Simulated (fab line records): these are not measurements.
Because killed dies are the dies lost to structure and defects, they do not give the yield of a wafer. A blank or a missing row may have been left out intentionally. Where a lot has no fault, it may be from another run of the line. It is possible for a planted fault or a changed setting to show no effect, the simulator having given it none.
fab line records	flow n5-finfet
record lots=10	wafers=29	last-day=17
route steps=1938 shown BEOL_M1@794 BEOL_M4@1098
lots with no fault: from the same line, run without faults
start-h: the number of hours between the record's first day and the start of the first shown wafer of the lot	wait-h: hours elapsed since this lot's preceding step	" as in the row above	L1.1+2: several wafers, shown together as one row	- no value present, or no start provided	* or withheld: withheld	< > ~ a bound
route shown NAME@n: a module of which the file shows steps, and the number in the route of the first	usual: mean/standard deviation taken from wafers without a fault	same: alike in all rows	chamber/n: place in a boat	sites: per-site readings	_std_site: how widely they spread, as a standard deviation	_edge_site: the outer-site mean with the inner-site mean subtracted	radius-mm: how far each site lies from the wafer's centre	mask NAME#n: copy n	behind: tool/chamber where the wafer was last shaped	hold: reason for holding the lot/hours on hold/outcome of the hold	device: names the non-switching transistor (n, p or np)	end of line: the tests these same wafers got at the end of their route	a step without rows: its recipe alone	killed: dies lost to structure and defects at the first sort, not the wafer's yield	map: per-die view of a wafer (x killed, . not killed, _ where there is no die)
set.NAME: the setting as run; set.NAME@STEP: as run at that earlier step	model.NAME: the simulator's own value behind a step, which no gauge read
steps of the route over a sample of lots; a table a step, a row a wafer
services: a tool's chamber out of use, with start hour (start-h, from the record's first day; less than 0 if before it), hours out, and reason
## steps
# step N5_BEOL_M1_ETCH_70
# recipe chemistry=N2/H2	target=SOC	target-depth-a=800	overetch-a=160	mask-material=SiARC	temp-c=40	time-s=120	ion-energy-ev=200	pressure-mtorr=30	source-w=840	bias-w=150	n2-flow-sccm=200	h2-flow-sccm=200
# usual drypump-motor-current-A=5.7/0.39	oes-product-au=0.58/0.054	rf-vpp-V=523.8/2.4	showerhead-plenum-p-Torr=2.53/0.08	throttle-valve-pct=17.91/0.27
lot.wafer	tool	chamber	start-h	wait-h	drypump-motor-current-A	oes-product-au	rf-hours-counter-h	rf-vpp-V	showerhead-plenum-p-Torr	throttle-valve-pct
L543.3	rie-diel-03	0	131.70	0.0	5.7	0.57	135	526.8	2.67	18.10
L543.4	"	2	"	"	5.5	0.59	150	521.0	2.44	18.06
L543.6	"	1	"	"	5.8	0.58	-	524.4	2.53	17.94
L546.1	rie-diel-01	1	155.69	0.0	6.0	0.68	26	523.1	2.58	17.37
L546.3	"	3	"	"	5.8	0.56	169	520.0	2.44	17.80
L546.6	"	2	"	"	6.3	0.57	-	523.4	2.54	17.99
L547.1	rie-diel-01	1	161.99	0.0	6.0	0.67	28	525.2	2.58	17.36
L547.3	"	2	"	"	6.3	0.57	158	525.3	2.54	17.98
L547.5	"	2	"	"	6.3	0.57	-	523.9	2.54	17.99
L549.2	rie-diel-04	3	167.41	0.0	5.9	0.56	213	523.1	2.51	18.18
L549.5	"	0	"	"	4.7	0.53	-	521.6	2.42	18.16
L549.6	"	2	"	"	5.8	0.56	-	527.0	2.64	17.48
L550.1	rie-diel-01	3	178.62	0.0	5.8	0.56	175	522.2	2.44	17.80
L550.2	"	1	"	"	6.0	0.67	31	525.9	2.58	17.37
L550.3	"	2	"	"	6.3	0.56	162	524.7	2.54	17.99
L552.3	rie-diel-01	0	184.47	0.0	5.3	0.53	249	526.3	2.59	18.17
L552.4	"	3	"	"	5.8	0.57	177	519.9	2.44	17.81
L552.6	"	1	"	"	6.0	0.68	-	526.1	2.57	17.38
L554.2	rie-diel-04	0	197.68	0.0	4.7	0.53	208	520.5	2.42	18.19
L554.3	"	3	"	"	6.0	0.54	224	523.3	2.51	18.20
L554.5	"	1	"	"	6.1	0.74	-	521.7	2.50	17.52
L553.2	rie-diel-04	0	201.11	0.0	4.7	0.53	209	521.0	2.42	18.18
L553.4	"	1	"	"	6.0	0.74	7	523.0	2.50	17.53
L553.5	"	2	"	"	5.7	0.55	-	527.5	2.63	17.51
L560.1	rie-diel-04	1	236.13	0.0	6.1	0.70	19	523.2	2.49	17.55
L560.3	"	3	"	"	5.9	0.54	236	521.7	2.50	18.21
L565.1	rie-diel-03	0	260.01	0.0	5.6	0.55	171	525.8	2.66	18.16
L565.3	"	3	"	"	5.3	0.56	205	527.1	2.62	17.88
L565.5	"	0	"	"	5.7	0.54	-	527.7	2.66	18.16
# step N5_BEOL_M4_SPUTTER_94
# recipe material=Cu	target-thk-a=45	temp-c=-20	chamber-pressure-pa=0.07	power-w=withheld	time-s=8.29
# usual chuck-sensor-temp-C=-15.9/0.38	throttle-valve-pct=29.8/1.2
lot.wafer	tool	chamber	start-h	wait-h	chuck-sensor-temp-C	throttle-valve-pct
L543.3	pvd-sputter-03	-	164.51	0.1	-16.0	30.1
L543.4	"	-	"	"	-16.4	30.2
L543.6	"	-	"	"	-16.0	30.0
L546.1	pvd-sputter-03	-	191.63	0.1	-15.8	30.0
L546.3	"	-	"	"	-16.2	29.7
L546.6	"	-	"	"	-15.7	30.1
L547.1	pvd-sputter-01	-	198.40	0.1	-15.8	31.0
L547.3	"	-	"	"	-16.3	30.6
L547.5	"	-	"	"	-16.5	28.9
L549.2	pvd-sputter-02	-	203.95	0.1	-15.5	29.8
L549.5	"	-	"	"	-15.8	27.0
L549.6	"	-	"	"	-16.1	28.5
L550.1	pvd-sputter-03	-	207.72	0.1	-15.8	30.1
L550.2	"	-	"	"	-16.3	32.1
L550.3	"	-	"	"	-16.0	30.1
L552.3	pvd-sputter-02	-	228.68	0.1	-15.5	29.9
L552.4	"	-	"	"	-15.8	30.1
L552.6	"	-	"	"	-16.0	29.1
L554.2	pvd-sputter-02	-	232.12	0.1	-16.1	28.6
L554.3	"	-	"	"	-16.0	26.9
L554.5	"	-	"	"	-15.4	29.9
L553.2	pvd-sputter-01	-	235.02	0.1	-15.5	29.3
L553.4	"	-	"	"	-16.4	30.5
L553.5	"	-	"	"	-15.7	31.3
L560.1	pvd-sputter-03	-	275.60	0.1	-16.3	30.3
L560.3	"	-	"	"	-16.3	31.7
L565.1	pvd-sputter-02	-	302.43	0.1	-15.4	29.9
L565.3	"	-	"	"	-16.3	28.5
L565.5	"	-	"	"	-16.2	28.9
# step N5_BEOL_M4_CMP_52
# recipe stop-on=SiOC	t-overpolish-s=6.8	down-force-psi=1	platen-rpm=50	clearing-platen-down-force-psi=1.5	clearing-platen-rpm=50	post-cmp-clean=cu-alkaline	target-thk-nm=40	clearing-platen-pad-velocity-m-s=0.99484	pad-velocity-m-s=0.99484
# usual barrier-field-endpoint-s=24.6/0.6	motor-current-A=6.1/0.63	overpolish-run-s=6.800/0.0096	time-to-endpoint-s=62/3.1
lot.wafer	tool	chamber	start-h	wait-h	barrier-field-endpoint-s	motor-current-A	overpolish-run-s	time-to-endpoint-s
L543.4	cmp-03	0	165.33	0.2	25.0	6.1	6.797	63
L543.3	"	1	"	"	24.2	7.3	6.800	63
L543.6	"	2	"	"	25.2	5.3	6.811	64
L546.3	cmp-03	3	192.36	0.2	24.4	6.5	6.795	65
L546.1	"	1	"	"	24.4	7.4	6.800	63
L546.6	"	0	"	"	24.3	6.5	6.801	64
L547.1	cmp-01	0	199.15	0.3	25.5	6.2	6.791	69
L547.3	"	1	"	"	24.8	6.5	6.810	64
L547.5	"	3	"	"	24.9	6.0	6.800	62
L549.2	cmp-01	0	204.66	0.2	24.9	6.3	6.790	64
L549.6	"	0	"	"	25.7	6.2	6.797	63
L549.5	"	1	"	"	24.8	6.1	6.802	58
L550.2	cmp-03	2	208.43	0.2	24.2	5.0	6.821	62
L550.1	"	0	"	"	24.6	6.5	6.827	63
L550.3	"	1	"	"	24.0	7.3	6.806	62
L552.3	cmp-03	2	229.77	0.2	24.2	5.1	6.788	59
L552.4	"	1	"	"	24.6	7.2	6.816	61
L552.6	"	2	"	"	24.5	5.0	6.800	62
L554.2	cmp-02	0	232.91	0.3	23.8	6.3	6.812	60
L554.3	"	3	"	"	24.5	5.3	6.794	60
L554.5	"	0	"	"	24.8	6.7	6.793	60
L553.4	cmp-03	3	235.73	0.1	25.7	6.0	6.800	66
L553.2	"	0	"	"	24.5	6.1	6.804	61
L553.5	"	0	"	"	25.1	6.4	6.807	63
L560.1	cmp-01	1	276.43	0.3	23.8	6.5	6.811	63
L560.3	"	0	"	"	25.3	5.9	6.801	67
L565.3	cmp-02	3	303.22	0.2	24.1	5.7	6.790	63
L565.1	"	0	"	"	24.4	5.7	6.811	61
L565.5	"	2	"	"	25.7	6.3	6.801	69
# step N5_BEOL_M4_CO_CAP_55
# recipe material=Co	target-thk-a=20	temp-c=200	precursor=CCTBA/H2	pressure-torr=30	time-s=102.1
# usual heater-power-w=238/21
lot.wafer	tool	chamber	start-h	wait-h	heater-power-w
L543.3	cvd-co-01	1	165.80	0.0	263
L543.4	"	0	"	"	211
L543.6	"	1	"	"	260
L546.1	cvd-co-01	1	192.73	0.0	276
L546.3	"	2	"	"	247
L546.6	"	2	"	"	242
L547.1	cvd-co-01	1	199.49	0.0	263
L547.3	"	2	"	"	239
L547.5	"	1	"	"	263
L549.2	cvd-co-02	2	205.03	0.0	200
L549.5	"	1	"	"	242
L549.6	"	0	"	"	260
L550.1	cvd-co-02	1	208.80	0.0	243
L550.2	"	0	"	"	255
L550.3	"	2	"	"	205
L552.3	cvd-co-02	0	230.14	0.0	257
L552.4	"	0	"	"	249
L552.6	"	2	"	"	208
L554.2	cvd-co-02	0	233.28	0.0	256
L554.3	"	1	"	"	244
L554.5	"	2	"	"	205
L553.2	cvd-co-01	0	236.10	0.0	210
L553.4	"	0	"	"	217
L553.5	"	2	"	"	237
L560.1	cvd-co-02	2	276.80	0.0	210
L560.3	"	1	"	"	246
L565.1	cvd-co-01	0	303.52	0.0	209
L565.3	"	1	"	"	262
L565.5	"	2	"	"	242
# step N5_BEOL_M4_RC_MEAS_101
# usual CHAIN_V0=239/10	DIBL_N=35.9/1.6	DIBL_P=35.6/2.1	IOFF_N=0.149/0.029	IOFF_P=0.20/0.033	ION_N=671/11	ION_P=460/7.3	SS_N=71.4/0.62	SS_P=73.2/0.65	VT_N=251/3.1	VT_P=-251/3.4
lot.wafer	tool	chamber	start-h	wait-h	CHAIN_V0[ohm/link]	DIBL_N[mV/V]	DIBL_P[mV/V]	IOFF_N[nA/um]	IOFF_P[nA/um]	ION_N[uA/um]	ION_P[uA/um]	SS_N[mV/dec]	SS_P[mV/dec]	VT_N[mV]	VT_P[mV]
L543.3	prober-01	0	166.34	0.3	220	36.1	35.7	0.154	0.20	668	459	71.1	73.1	253	-249
L543.4	"	0	"	"	234	36.0	36.3	0.150	0.22	666	460	71.1	73.1	252	-248
L543.6	"	0	"	"	240	34.9	33.9	0.130	0.18	672	459	70.7	73.0	253	-252
L546.1	prober-02	0	192.97	0.0	231	34.9	35.5	0.133	0.19	665	451	71.9	72.9	252	-251
L546.3	"	0	"	"	243	32.3	33.0	0.114	0.16	669	456	70.5	73.0	254	-253
L546.6	"	0	"	"	237	33.7	34.1	0.122	0.18	667	464	70.7	72.4	252	-254
L547.1	prober-02	0	199.72	0.0	221	35.4	33.4	0.133	0.18	668	459	70.8	72.8	251	-251
L547.3	"	0	"	"	226	34.4	31.4	0.114	0.15	664	456	71.0	72.5	254	-254
L547.5	"	0	"	"	236	36.6	34.7	0.152	0.19	677	459	71.3	73.8	250	-251
L549.2	prober-02	0	205.42	0.2	230	38.3	37.6	0.182	0.26	680	468	72.3	73.0	247	-248
L549.5	"	0	"	"	230	35.9	34.8	0.149	0.22	675	471	71.2	72.7	250	-245
L549.6	"	0	"	"	238	35.0	33.7	0.126	0.19	663	461	70.9	72.9	252	-251
L550.1	prober-01	0	209.04	0.0	242	36.0	38.9	0.162	0.24	676	477	70.3	73.6	250	-247
L550.2	"	0	"	"	250	36.4	37.9	0.158	0.22	681	468	71.3	73.6	248	-248
L550.3	"	0	"	"	236	36.3	38.7	0.175	0.24	704	480	71.8	73.8	248	-245
L552.3	prober-01	0	230.72	0.3	231	36.8	37.4	0.169	0.20	676	460	71.2	72.9	247	-252
L552.4	"	0	"	"	251	38.7	39.8	0.216	0.25	690	467	72.4	74.5	246	-249
L552.6	"	0	"	"	237	37.9	38.5	0.199	0.23	692	472	71.8	74.5	245	-250
L554.2	prober-02	0	233.70	0.2	229	37.6	37.5	0.173	0.20	676	456	71.4	73.9	248	-255
L554.3	"	0	"	"	242	37.4	37.5	0.169	0.19	675	458	71.1	73.7	248	-254
L554.5	"	0	"	"	219	33.8	32.5	0.115	0.14	655	450	70.4	72.9	251	-256
L553.2	prober-01	0	236.49	0.2	234	37.3	35.7	0.166	0.25	657	460	72.1	73.9	250	-248
L553.4	"	0	"	"	241	34.3	32.8	0.124	0.20	670	469	70.5	72.4	252	-249
L553.5	"	0	"	"	246	36.1	35.5	0.151	0.24	660	459	71.3	73.4	250	-249
L560.1	prober-02	0	277.04	0.0	197	35.2	34.7	0.118	0.16	661	454	71.2	73.4	254	-257
L560.3	"	0	"	"	245	36.1	35.8	0.131	0.18	667	457	71.2	73.6	255	-252
L565.1	prober-02	0	303.75	0.0	249	34.6	34.7	0.133	0.19	665	458	71.8	72.8	251	-251
L565.3	"	0	"	"	244	34.9	33.6	0.135	0.16	679	461	71.3	72.4	252	-253
L565.5	"	0	"	"	262	35.7	34.8	0.154	0.19	681	459	71.5	73.6	250	-249
# sites CHAIN_V0 radius-mm=0,75,75,75,75,140,140,140,140
L543.3 219 226 220 224 223 216 220 218 223
L546.1 228 236 237 231 233 227 222 232 226
L547.1 220 220 216 221 222 211 223 222 227
L549.2 225 242 232 228 230 232 222 234 230
L550.1 246 243 255 242 256 238 237 227 238
L552.3 227 232 232 231 232 222 219 231 221
L554.2 229 238 236 231 234 222 223 208 219
L553.2 235 237 234 241 242 226 232 225 226
L560.1 198 202 203 202 196 193 196 197 194
L565.1 254 249 255 252 242 243 251 244 245
## services
tool	chamber	start-h	hours	kind
cvd-co-02	-	107.91	2.2	repair
rie-diel-04	3	109.90	12.2	repair
cmp-01	-	121.33	4.0	pm
cvd-co-02	-	123.56	6.9	pm
pvd-sputter-02	-	124.06	2.1	repair
rie-diel-04	3	126.58	27.6	repair
rie-diel-01	-	126.93	0.3	repair
cvd-co-02	-	130.46	2.8	pm
cvd-co-01	-	134.02	1.2	repair
rie-diel-04	-	138.91	0.5	repair
cmp-01	-	182.65	5.5	pm
cvd-co-02	1	187.00	10.4	repair
cmp-03	-	196.27	4.3	pm
rie-diel-01	1	203.57	15.6	repair
cvd-co-01	0	211.71	6.2	repair
cmp-03	-	222.71	2.0	repair
rie-diel-04	0	241.77	2.9	repair
cmp-01	-	245.17	0.8	repair
cmp-03	-	249.92	4.0	pm
rie-diel-04	3	266.66	7.7	repair
cmp-03	-	269.87	0.8	repair
cmp-03	-	277.03	0.6	repair
cvd-co-02	2	279.64	3.0	repair
cmp-03	-	290.48	0.4	repair
## key
first-sign step=N5_BEOL_M4_RC_MEAS_101	reading=CHAIN_V0	direction=down	sigmas=4.1	usual=239	struck=197
effect none on later readings
met-at N5_BEOL_M1_ETCH_70
struck-lots L560
struck-wafers L560.1
not-acting-at N5_BEOL_M4_SPUTTER_94,N5_BEOL_M4_CMP_52,N5_BEOL_M4_CO_CAP_55
onset-between 201.11 236.13
fault kind=process-parameter-drift	tool=rie-diel-04	chamber=-	onset-h=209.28	steps=N5_BEOL_M1_ETCH_70	channel=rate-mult	offset=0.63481	shape=step	end-h=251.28	scope=struck-wafers-only
